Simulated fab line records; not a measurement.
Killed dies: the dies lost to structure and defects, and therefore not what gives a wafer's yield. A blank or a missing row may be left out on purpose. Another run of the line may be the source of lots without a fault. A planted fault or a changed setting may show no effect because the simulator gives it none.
fab line records	flow n5_finfet
[record] lots = 7	wafers = 39
route steps=1938 shown DUMMY_GATE@228 SD_EPI_N@281 HKMG_FIN@413 GATE_CUT@466 MOL_CONTACT_COAG@599 PASSIVATION@1936
start_h: start of the lot's first displayed wafer, in hours after the record's first day	wait_h: hours from the lot's prior step to this one	" unchanged from the row above	L1.1+2: a row that stands for several wafers	- no value, or no start was given	* or withheld: withheld	< > ~ a bound
route shown NAME@n: names a module that has steps shown in the file, with the first one's number in the route	usual: average and standard deviation across the fault-free wafers	same: alike in all rows	chamber/n: place in a boat	sites: the reading at each site	_std_site: their standard deviation	_edge_site: mean of outer sites minus mean of inner sites	radius_mm: how far each site lies from the wafer's centre	mask NAME#n: copy n	behind: the tool/chamber that last shaped the wafer	hold: what put the lot on hold/how long, in hours/how the hold closed	device: transistor that didn't switch, given as n, p or np	end of line: the same wafers' tests at the end of the route	for a step that has no rows: nothing shown but its recipe	killed: dies lost to structure and defects at the first sort, not the wafer's yield	map: per-die view of a wafer (x killed, . not killed, _ where there is no die)
set.NAME: setting as actually run; set.NAME@STEP: the setting as run at that earlier step	model.NAME: the simulator's own value behind a step, which no gauge read
lots run with intentionally changed settings; tables by step, rows by wafer
[[steps]]
[step N5_DUMMY_GATE_EXPOSE_12]
[recipe] mask_id = GATE	na = 0.33	source_shape = annular	sigma_inner = 0.2	sigma_outer = 0.6	polarization = unpolarized	target_cd_nm = 25	dose_mj = 34
[step N5_DUMMY_GATE_ETCH_44]
[recipe] chemistry = HBr/O2	over_etch_frac = 0.7	target_depth_a = 1275	stop_on = SiO2	ion_energy_ev = 60	bias_w = 20	target = poly-Si	mask_material = SiO2	pressure_mtorr = 20	icp_w = 400	HBr_flow_sccm = 120	O2_flow_sccm = 10
[step N5_SD_EPI_N_SD_RECESS_17]
[recipe] chemistry = HBr/Cl2/O2	target_depth_a = 410	mask_material = SOC	time_s = 23.7	bt_time_s = 3	pressure_mtorr = 10	icp_w = 800	bias_w = 112	HBr_flow_sccm = 150	Cl2_flow_sccm = 80	O2_flow_sccm = 12
[step N5_HKMG_FIN_CVD_62]
[recipe] material = a-Si	target_thk_a = 30	temp_c = 500	precursor = Si2H6	pressure_torr = 1	time_s = 20.8
[step N5_HKMG_FIN_EXPOSE_09]
[recipe] mask_id = NWFM	na = 1.35	source_shape = conventional	sigma_outer = 0.8	polarization = unpolarized	dose_mj = 39.25
[step N5_GATE_CUT_ETCH_56]
[recipe] chemistry = Cl2/Ar	target = TiN	target_depth_a = 216	pressure_mtorr = 10	icp_w = 600	bias_w = 60	Cl2_flow_sccm = 40	Ar_flow_sccm = 60
[step N5_MOL_CONTACT_COAG_EXPOSE_37]
[recipe] mask_id = VD	na = 0.33	source_shape = annular	sigma_inner = 0.3	sigma_outer = 0.7	polarization = unpolarized	defocus_nm = 0	dose_mj = 62
[step N5_PASSIVATION_PROBE_49]
[usual] sort_bin_4_leakage = 0/0
lot.wafer	tool	chamber	start_h	wait_h	set.dose_mj@DUMMY_GATE_EXPOSE_12	set.target_depth_a@DUMMY_GATE_ETCH_44	set.time_s@SD_EPI_N_SD_RECESS_17	set.temp_c@HKMG_FIN_CVD_62	set.dose_mj@HKMG_FIN_EXPOSE_09	set.bias_w@GATE_CUT_ETCH_56	set.dose_mj@MOL_CONTACT_COAG_EXPOSE_37	sort_bin_4_leakage[%]
L079.1	prober-02	-	313.48	0.0	34	1275	23.7	500	39.25	60	62	0
L079.2	prober-02	-	313.53	0.1	34	1147	23.7	490.9	39.25	60	62	0
L079.3	prober-02	-	313.58	0.1	34	1275	22.31	490.9	39.25	60	62	0
L079.4	prober-02	-	313.63	0.2	34	1147	22.31	500	39.25	60	62	0
L079.5	prober-02	-	313.68	0.2	34	1275	22.31	490.9	39.25	60	62	0
L079.6	prober-02	-	313.73	0.3	34	1147	23.7	500	39.25	60	62	0
L086.1	prober-02	-	362.74	0.0	34	1275	23.7	477.6	40.33	55.54	60.03	0
L086.2	prober-02	-	362.79	0.1	34	1411	23.7	477.6	40.33	60	62	0
L086.3	prober-02	-	362.84	0.1	32.58	1411	23.7	500	39.25	60	60.03	0
L086.4	prober-02	-	362.89	0.2	34	1411	23.7	500	39.25	55.54	62	0
L086.5	prober-02	-	362.94	0.2	32.58	1275	23.7	500	40.33	60	60.03	0
L086.6	prober-02	-	362.99	0.3	32.58	1275	23.7	477.6	39.25	55.54	62	0
L089.1	prober-01	-	378.14	0.0	34	1275	24.76	518.2	41.65	60	62	90.68
L089.2	prober-01	-	378.19	0.1	34	1275	24.76	500	39.25	60	62	0
L089.3	prober-01	-	378.24	0.1	34	1226	23.7	500	41.65	60	62	0
L089.4	prober-01	-	378.29	0.2	34	1275	23.7	518.2	39.25	54.27	62	90.25
L089.5	prober-01	-	378.34	0.2	34	1226	23.7	500	41.65	54.27	62	0
L089.6	prober-01	-	378.39	0.3	34	1226	24.76	518.2	39.25	54.27	62	89.92
L093.1	prober-01	-	385.74	0.0	34	1128	23.7	500	39.25	60	62	0
L093.2	prober-01	-	385.79	0.1	36.32	1275	23.7	513.6	39.25	60	60.23	90.42
L093.3	prober-01	-	385.84	0.1	36.32	1275	25.43	500	39.25	66.83	60.23	0
L093.4	prober-01	-	385.89	0.2	34	1275	25.43	513.6	39.25	60	62	91.86
L093.5	prober-01	-	385.94	0.2	34	1128	25.43	513.6	39.25	66.83	60.23	91.27
L093.6	prober-01	-	385.99	0.3	36.32	1128	23.7	500	39.25	66.83	62	0
L090.1	prober-01	-	391.80	0.0	32.02	1231	23.7	500	39.25	60	62	0
L090.2	prober-01	-	391.85	0.1	34	1275	23.7	523.4	42.01	60	62	90.93
L090.3	prober-01	-	391.90	0.1	34	1275	23.7	500	39.25	66.63	62	0
L090.4	prober-01	-	391.95	0.2	34	1231	23.7	523.4	42.01	66.63	62	91.36
L090.5	prober-01	-	392.00	0.2	32.02	1275	23.7	500	42.01	60	62	0
L090.6	prober-01	-	392.05	0.3	32.02	1231	23.7	523.4	39.25	66.63	62	90.85
L092.1	prober-02	-	393.78	0.0	31.93	1203	24.41	500	39.25	60	62	0
L092.2	prober-02	-	393.83	0.1	34	1275	23.7	489.8	39.25	60	62	0
L092.3	prober-02	-	393.88	0.1	34	1203	24.41	489.8	39.25	69.49	62	0
L092.4	prober-02	-	393.93	0.2	31.93	1275	23.7	489.8	39.25	60	62	0
L092.5	prober-02	-	393.98	0.2	31.93	1203	23.7	500	39.25	69.49	62	0
L092.6	prober-02	-	394.03	0.3	34	1275	24.41	500	39.25	69.49	62	0
L097.1	prober-02	-	429.53	0.0	34	1275	23.7	500	39.25	60	62	0
L097.2	prober-02	-	429.58	0.1	34	1275	23.7	500	39.25	60	62	0
L097.3	prober-02	-	429.63	0.1	34	1275	23.7	500	39.25	60	62	0
// killed by level:class
L079.1 FIN_SAQP:area_ald=652 STI_FIN_REVEAL:geometric_particle:open=18 BEOL_M0_SAQP:geometric_particle:short=12 BEOL_M0_SAQP:geometric_particle:open=11 FIN_SAQP:geometric_particle:open=10 BEOL_M3:geometric_particle:open=9 FIN_SAQP:geometric_particle:short=7 BEOL_M2:geometric_particle:open=6
L079.2 STI_FIN_REVEAL:geometric_particle:open=35 FIN_SAQP:geometric_particle:open=16 MOL_CONTACT_COAG:geometric_particle:open=16 BEOL_M0_SAQP:geometric_particle:short=14 BEOL_M0_SAQP:geometric_particle:open=8 BEOL_M2:geometric_particle:open=8 BEOL_M3:geometric_particle:open=7 BEOL_M5:geometric_particle:open=7
L079.3 FIN_SAQP:area_ald=661 STI_FIN_REVEAL:geometric_particle:open=20 BEOL_M0_SAQP:geometric_particle:open=15 FIN_SAQP:geometric_particle:open=8 BEOL_M0_SAQP:geometric_particle:short=8 FIN_SAQP:geometric_particle:short=7 BEOL_M3:geometric_particle:open=7 BEOL_M0:geometric_particle:open=7
L079.4 STI_FIN_REVEAL:geometric_particle:open=11 BEOL_M0_SAQP:geometric_particle:short=10 BEOL_M0_SAQP:geometric_particle:open=9 BEOL_M1:geometric_particle:open=9 MOL_CONTACT_COAG:geometric_particle:open=8 FIN_SAQP:geometric_particle:short=5 BEOL_M4:geometric_particle:open=4 BEOL_M3:geometric_particle:open=3
L079.5 BEOL_M0_SAQP:geometric_particle:open=17 STI_FIN_REVEAL:geometric_particle:open=11 BEOL_M1:geometric_particle:open=11 MOL_CONTACT_COAG:geometric_particle:open=10 MOL_CONTACT_COAG:geometric_particle:short=8 BEOL_M3:geometric_particle:open=8 BEOL_M4:geometric_particle:open=8 BEOL_M0_SAQP:geometric_particle:short=6
L079.6 FIN_SAQP:area_ald=672 STI_FIN_REVEAL:geometric_particle:open=23 FIN_SAQP:geometric_particle:open=11 MOL_CONTACT_COAG:geometric_particle:open=11 FIN_SAQP:geometric_particle:short=8 BEOL_M0_SAQP:geometric_particle:open=8 BEOL_M0_SAQP:geometric_particle:short=6 BEOL_M2:geometric_particle:open=5
L086.1 FIN_SAQP:geometric_particle:open=20 BEOL_M1:geometric_particle:open=16 STI_FIN_REVEAL:geometric_particle:open=14 FIN_SAQP:geometric_particle:short=11 MOL_CONTACT_COAG:geometric_particle:open=10 MOL_CONTACT_COAG:area_expose=8 BEOL_M0_SAQP:geometric_particle:short=7 GATE_CUT:geometric_particle:short=6
L086.2 FIN_SAQP:geometric_particle:open=15 MOL_CONTACT_COAG:geometric_particle:open=11 BEOL_M0_SAQP:geometric_particle:open=8 BEOL_M1:geometric_particle:open=7 FIN_SAQP:geometric_particle:short=5 BEOL_M0_SAQP:geometric_particle:short=5 BEOL_M3:geometric_particle:open=5 DUMMY_GATE:geometric_particle:open=4
L086.3 MOL_CONTACT_COAG:geometric_particle:open=18 MOL_CONTACT_COAG:area_expose=16 STI_FIN_REVEAL:geometric_particle:open=11 BEOL_M1:geometric_particle:open=10 FIN_SAQP:geometric_particle:open=7 BEOL_M4:geometric_particle:open=7 FIN_SAQP:geometric_particle:short=6 BEOL_M0_SAQP:geometric_particle:open=5
L086.4 MOL_CONTACT_COAG:geometric_particle:open=12 STI_FIN_REVEAL:geometric_particle:open=10 DUMMY_GATE:geometric_particle:open=10 BEOL_M4:geometric_particle:open=9 FIN_SAQP:geometric_particle:open=7 BEOL_M0_SAQP:geometric_particle:short=7 BEOL_M2:geometric_particle:open=7 BEOL_M0_SAQP:geometric_particle:open=6
L086.5 BEOL_M1:geometric_particle:open=15 FIN_SAQP:geometric_particle:open=12 BEOL_M0_SAQP:geometric_particle:open=12 BEOL_M4:geometric_particle:open=12 BEOL_M0_SAQP:geometric_particle:short=11 MOL_CONTACT_COAG:area_expose=11 MOL_CONTACT_COAG:geometric_particle:open=9 FIN_SAQP:geometric_particle:short=4
L086.6 MOL_CONTACT_COAG:geometric_particle:open=20 MOL_CONTACT_COAG:geometric_particle:short=11 BEOL_M2:geometric_particle:open=11 BEOL_M0_SAQP:geometric_particle:short=9 BEOL_M1:geometric_particle:open=9 BEOL_M0_SAQP:geometric_particle:open=8 BEOL_M1:geometric_particle:short=6 STI_FIN_REVEAL:geometric_particle:open=5
L089.1 FIN_SAQP:geometric_particle:open=18 FIN_SAQP:geometric_particle:short=8 MOL_CONTACT_COAG:geometric_particle:open=8 BEOL_M3:geometric_particle:open=8 DUMMY_GATE:geometric_particle:open=6 BEOL_M4:geometric_particle:open=6 BEOL_M0_SAQP:geometric_particle:open=5 BEOL_M0_SAQP:geometric_particle:short=5
L089.2 FIN_SAQP:geometric_particle:open=18 MOL_CONTACT_COAG:geometric_particle:open=11 BEOL_M6:geometric_particle:open=6 FIN_SAQP:geometric_particle:short=5 BEOL_M3:geometric_particle:open=5 BEOL_M1:geometric_particle:open=5 BEOL_M2:geometric_particle:open=5 STI_FIN_REVEAL:geometric_particle:open=3
L089.3 FIN_SAQP:geometric_particle:open=12 FIN_SAQP:geometric_particle:short=12 BEOL_M2:geometric_particle:open=10 BEOL_M1:geometric_particle:open=9 STI_FIN_REVEAL:geometric_particle:open=7 BEOL_M0_SAQP:geometric_particle:short=7 BEOL_M0_SAQP:geometric_particle:open=6 MOL_CONTACT_COAG:geometric_particle:open=4
L089.4 FIN_SAQP:geometric_particle:open=16 BEOL_M0_SAQP:geometric_particle:open=14 STI_FIN_REVEAL:geometric_particle:open=12 MOL_CONTACT_COAG:geometric_particle:open=10 BEOL_M0_SAQP:geometric_particle:short=10 BEOL_M3:geometric_particle:open=10 BEOL_M1:geometric_particle:open=9 FIN_SAQP:geometric_particle:short=6
L089.5 MOL_CONTACT_COAG:geometric_particle:open=15 FIN_SAQP:geometric_particle:open=12 BEOL_M2:geometric_particle:open=10 BEOL_M0_SAQP:geometric_particle:open=8 BEOL_M0_SAQP:geometric_particle:short=7 FIN_SAQP:geometric_particle:short=6 DUMMY_GATE:geometric_particle:open=5 STARTING-WAFER:geometric_particle:open=5
L089.6 FIN_SAQP:geometric_particle:open=26 BEOL_M0_SAQP:geometric_particle:open=12 FIN_SAQP:geometric_particle:short=9 STI_FIN_REVEAL:geometric_particle:open=9 BEOL_M2:geometric_particle:open=8 BEOL_M0_SAQP:geometric_particle:short=7 DUMMY_GATE:geometric_particle:open=5 BEOL_M3:geometric_particle:open=5
L093.1 MOL_CONTACT_COAG:geometric_particle:open=10 BEOL_M2:geometric_particle:open=9 DUMMY_GATE:geometric_particle:open=8 BEOL_M3:geometric_particle:open=7 FIN_SAQP:geometric_particle:open=6 STI_FIN_REVEAL:geometric_particle:open=6 BEOL_M0_SAQP:geometric_particle:short=5 FIN_SAQP:geometric_particle:short=4
L093.2 FIN_SAQP:geometric_particle:open=10 STI_FIN_REVEAL:geometric_particle:open=10 MOL_CONTACT_COAG:area_expose=10 BEOL_M2:geometric_particle:open=8 MOL_CONTACT_COAG:geometric_particle:open=7 BEOL_M3:geometric_particle:open=7 FIN_SAQP:geometric_particle:short=6 BEOL_M0_SAQP:geometric_particle:open=6
L093.3 STI_FIN_REVEAL:geometric_particle:open=21 MOL_CONTACT_COAG:area_expose=15 MOL_CONTACT_COAG:geometric_particle:open=8 BEOL_M3:geometric_particle:open=8 BEOL_M0_SAQP:geometric_particle:short=7 BEOL_M0_SAQP:geometric_particle:open=7 BEOL_M2:geometric_particle:open=5 BEOL_M4:geometric_particle:open=5
L093.4 MOL_CONTACT_COAG:geometric_particle:open=15 FIN_SAQP:geometric_particle:open=8 STI_FIN_REVEAL:geometric_particle:open=6 MOL_CONTACT_COAG:geometric_particle:short=6 PASS1_CAP:geometric_particle:short=6 BEOL_M1:geometric_particle:open=5 FIN_SAQP:geometric_particle:short=4 BEOL_M0_SAQP:geometric_particle:open=4
L093.5 MOL_CONTACT_COAG:geometric_particle:open=16 BEOL_M2:geometric_particle:open=15 MOL_CONTACT_COAG:area_expose=12 BEOL_M3:geometric_particle:open=7 FIN_SAQP:geometric_particle:open=5 GATE_CUT:geometric_particle:short=5 FIN_SAQP:geometric_particle:short=4 STI_FIN_REVEAL:geometric_particle:open=4
L093.6 MOL_CONTACT_COAG:geometric_particle:open=17 BEOL_M2:geometric_particle:open=17 STI_FIN_REVEAL:geometric_particle:open=14 FIN_SAQP:geometric_particle:short=8 BEOL_M0_SAQP:geometric_particle:open=6 FIN_SAQP:geometric_particle:open=5 BEOL_M3:geometric_particle:open=5 BEOL_M4:geometric_particle:open=5
L090.1 BEOL_M2:geometric_particle:open=14 MOL_CONTACT_COAG:geometric_particle:open=8 FIN_SAQP:geometric_particle:short=7 FIN_SAQP:geometric_particle:open=5 STI_FIN_REVEAL:geometric_particle:open=5 BEOL_M4:geometric_particle:open=5 GATE_CUT:geometric_particle:short=4 BEOL_M3:geometric_particle:open=4
L090.2 BEOL_M0_SAQP:geometric_particle:open=16 BEOL_M0_SAQP:geometric_particle:short=11 MOL_CONTACT_COAG:geometric_particle:open=10 FIN_SAQP:geometric_particle:open=8 BEOL_M2:geometric_particle:open=8 FIN_SAQP:geometric_particle:short=7 BEOL_M1:geometric_particle:open=5 BEOL_M4:geometric_particle:open=5
L090.3 FIN_SAQP:geometric_particle:short=20 FIN_SAQP:geometric_particle:open=14 MOL_CONTACT_COAG:geometric_particle:open=10 BEOL_M2:geometric_particle:open=8 BEOL_M0_SAQP:geometric_particle:short=7 BEOL_M2:geometric_particle:short=6 BEOL_M3:geometric_particle:open=5 STARTING-WAFER:geometric_particle:short=5
L090.4 MOL_CONTACT_COAG:geometric_particle:open=16 BEOL_M4:geometric_particle:open=10 GATE_CUT:geometric_particle:short=8 BEOL_M0_SAQP:geometric_particle:short=8 BEOL_M2:geometric_particle:open=8 FIN_SAQP:geometric_particle:open=7 BEOL_M0_SAQP:geometric_particle:open=6 STI_FIN_REVEAL:geometric_particle:open=3
L090.5 MOL_CONTACT_COAG:geometric_particle:open=18 BEOL_M2:geometric_particle:open=14 FIN_SAQP:geometric_particle:short=10 BEOL_M0_SAQP:geometric_particle:short=9 BEOL_M3:geometric_particle:open=9 BEOL_M4:geometric_particle:open=7 FIN_SAQP:geometric_particle:open=6 BEOL_M0_SAQP:geometric_particle:open=6
L090.6 BEOL_M2:geometric_particle:open=12 FIN_SAQP:geometric_particle:short=10 FIN_SAQP:geometric_particle:open=9 BEOL_M4:geometric_particle:open=8 MOL_CONTACT_COAG:geometric_particle:open=7 BEOL_M0_SAQP:geometric_particle:short=7 BEOL_M3:geometric_particle:open=6 MOL_CONTACT_COAG:geometric_particle:short=5
L092.1 FIN_SAQP:geometric_particle:short=10 FIN_SAQP:geometric_particle:open=9 DUMMY_GATE:geometric_particle:open=9 MOL_CONTACT_COAG:geometric_particle:open=7 BEOL_M0_SAQP:geometric_particle:open=7 BEOL_M2:geometric_particle:open=7 BEOL_M4:geometric_particle:open=7 STARTING-WAFER:geometric_particle:short=6
L092.2 MOL_CONTACT_COAG:geometric_particle:open=20 BEOL_M0_SAQP:geometric_particle:short=10 FIN_SAQP:geometric_particle:open=8 FIN_SAQP:geometric_particle:short=8 DUMMY_GATE:geometric_particle:open=7 BEOL_M3:geometric_particle:short=6 BEOL_M2:geometric_particle:open=6 BEOL_M3:geometric_particle:open=5
L092.3 MOL_CONTACT_COAG:geometric_particle:open=18 FIN_SAQP:geometric_particle:open=10 BEOL_M0_SAQP:geometric_particle:short=7 BEOL_M2:geometric_particle:open=7 FIN_SAQP:geometric_particle:short=5 BEOL_M0_SAQP:geometric_particle:open=5 BEOL_M3:geometric_particle:open=5 BEOL_M4:geometric_particle:open=5
L092.4 MOL_CONTACT_COAG:geometric_particle:open=14 BEOL_M4:geometric_particle:open=12 STI_FIN_REVEAL:geometric_particle:open=9 BEOL_M3:geometric_particle:open=8 FIN_SAQP:geometric_particle:open=6 BEOL_M0_SAQP:geometric_particle:open=6 BEOL_M2:geometric_particle:open=6 BEOL_M1:geometric_particle:open=5
L092.5 BEOL_M2:geometric_particle:open=20 MOL_CONTACT_COAG:geometric_particle:open=11 BEOL_M4:geometric_particle:open=9 FIN_SAQP:geometric_particle:open=7 STI_FIN_REVEAL:geometric_particle:open=5 DUMMY_GATE:geometric_particle:open=5 BEOL_M2:geometric_particle:short=5 BEOL_M7:geometric_particle:open=4
L092.6 MOL_CONTACT_COAG:geometric_particle:open=12 BEOL_M2:geometric_particle:open=11 BEOL_M0_SAQP:geometric_particle:short=10 BEOL_M0_SAQP:geometric_particle:open=7 FIN_SAQP:geometric_particle:short=6 MOL_CONTACT_COAG:geometric_particle:short=5 BEOL_M1:geometric_particle:open=5 BEOL_M3:geometric_particle:open=5
L097.1 BEOL_M4:geometric_particle:open=10 BEOL_M0_SAQP:geometric_particle:open=9 BEOL_M1:geometric_particle:open=7 BEOL_M2:geometric_particle:open=7 MOL_CONTACT_COAG:geometric_particle:open=6 DUMMY_GATE:geometric_particle:open=5 BEOL_M0_SAQP:geometric_particle:short=5 FIN_SAQP:geometric_particle:open=4
L097.2 STI_FIN_REVEAL:geometric_particle:open=11 BEOL_M0_SAQP:geometric_particle:short=10 BEOL_M2:geometric_particle:open=9 FIN_SAQP:geometric_particle:short=6 BEOL_M0_SAQP:geometric_particle:open=5 BEOL_M1:geometric_particle:open=5 MOL_CONTACT_COAG:geometric_particle:open=4 BEOL_M4:geometric_particle:open=4
L097.3 STI_FIN_REVEAL:geometric_particle:open=14 MOL_CONTACT_COAG:geometric_particle:open=12 BEOL_M4:geometric_particle:open=11 BEOL_M0_SAQP:geometric_particle:short=9 FIN_SAQP:geometric_particle:short=8 BEOL_M0_SAQP:geometric_particle:open=8 BEOL_M2:geometric_particle:short=6 BEOL_M2:geometric_particle:open=5
[[key]]
[split] step = N5_DUMMY_GATE_EXPOSE_12	setting = dose_mj	stated_as = 34
response none clear
[split] step = N5_DUMMY_GATE_ETCH_44	setting = target_depth_a	stated_as = 1275
response none clear
[split] step = N5_SD_EPI_N_SD_RECESS_17	setting = time_s	stated_as = 23.7
response none clear
[split] step = N5_HKMG_FIN_CVD_62	setting = temp_c	stated_as = 500
[response] step = N5_PASSIVATION_PROBE_49	reading = sort_bin_4_leakage	slope = +14.4	per = 1%	together_with = all	explained = 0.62
[split] step = N5_HKMG_FIN_EXPOSE_09	setting = dose_mj	stated_as = 39.25
response none clear
[split] step = N5_GATE_CUT_ETCH_56	setting = bias_w	stated_as = 60
response none clear
[split] step = N5_MOL_CONTACT_COAG_EXPOSE_37	setting = dose_mj	stated_as = 62
response none clear
